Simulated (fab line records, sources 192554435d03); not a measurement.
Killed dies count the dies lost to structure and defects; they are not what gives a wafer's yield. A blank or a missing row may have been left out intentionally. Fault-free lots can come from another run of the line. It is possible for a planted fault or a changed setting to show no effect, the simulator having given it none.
Code-filled problem report in 8D (eight disciplines) form | flow n5-finfet | the parts of the form that need people (team, actions taken, sign-off) are left out

## 1. WHAT WENT WRONG
Wafers without a fault read 2769.9 s, standard deviation 0.66; run-length-s at N5_MOL_CONTACT_COAG_ALD_27 reads a mean of 4426.7 s on 4 wafers belonging to 3 lots. So: +99 or more standard deviations from the usual mean.
The step: deposits SiOC, target thk 17 nm, pulse time 1.5 s, time 2720 s.
Earliest sighting: wafer L324.5 on ald-sin-02 at day 8 23:57. At this step, 25 wafers from 9 lots have a number in the record. Rule for "out", or "out of limits": more than 4 standard deviations from the usual mean. The rest of the wafers with a number are treated as sound.

## 2. WHAT THIS IS AND IS NOT
question                    | is                             | is not
which readings at this step | run-length-s                   | heater-power-w, precursor-pulse-height-rel
which lots                  | L324, L326, L328               | L312, L314, L317, L320, L330, L331
which wafers of those lots  | L324.5, L326.5, L328.5, L328.6 | L324.3, L326.1, L326.2
read on which tools         | ald-sin-02                     | ald-sin-04
when                        | from day 8 23:57               | up to then (13 sound wafers); but 8 sound wafers of L326, L330, L331 came after

## 3. WHAT RULES OUT EACH SUSPECT
Counting: if a tool at a process step up to the reading ran every lot that is out, it stays a suspect. Sound lots after the first of them don't rule it out here, since some wafers of a struck lot are sound.
- ald-sin-02 at N5_MOL_CONTACT_COAG_ALD_27 (deposits SiOC, target thk 17 nm, pulse time 1.5 s, time 2720 s): kept. Ran every lot that is out, first one L324 (day 8 23:57); last sound lot up to then L317 (day 7 11:46). Out on those wafers are its own readings of run-length-s.
Remaining after the count: ald-sin-02 at N5_MOL_CONTACT_COAG_ALD_27.

## 4. THE CAUSE (what the simulator had put in)
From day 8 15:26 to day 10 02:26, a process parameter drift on ald-sin-02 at N5_MOL_CONTACT_COAG_ALD_27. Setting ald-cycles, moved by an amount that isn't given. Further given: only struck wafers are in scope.
Only this tool survived the counting.

## 5. THE EFFECT CHAIN, in route order
One row per reading whose mean, taken over the struck wafers that have a number, lies over 3 standard deviations from the usual. Readings are gone through only where the record gives a usual standard deviation; hours: the median, over the lots, of the time from a lot's start at the first step in this table giving one to that lot's start at this step; sigmas: the change measured in usual standard deviations.
hours | step                       | reading      | usual    | on struck wafers | change  | sigmas
0     | N5_MOL_CONTACT_COAG_ALD_27 | run-length-s | 2769.9 s | 4426.7           | +1656.8 | +99 or more
Its process steps:
- N5_MOL_CONTACT_COAG_ALD_27: deposits SiOC, target thk 17 nm, pulse time 1.5 s, time 2720 s.
Later steps that measure or inspect, where all struck wafers having a row at the step show a number for every such reading and not one has moved that far: N5_BEOL_M4_RC_MEAS_101.

## 6. WHAT WOULD HAVE CAUGHT IT SOONER
In this record no reading fell out of limits until day 8 23:57, 9 hours after the fault had begun at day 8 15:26.
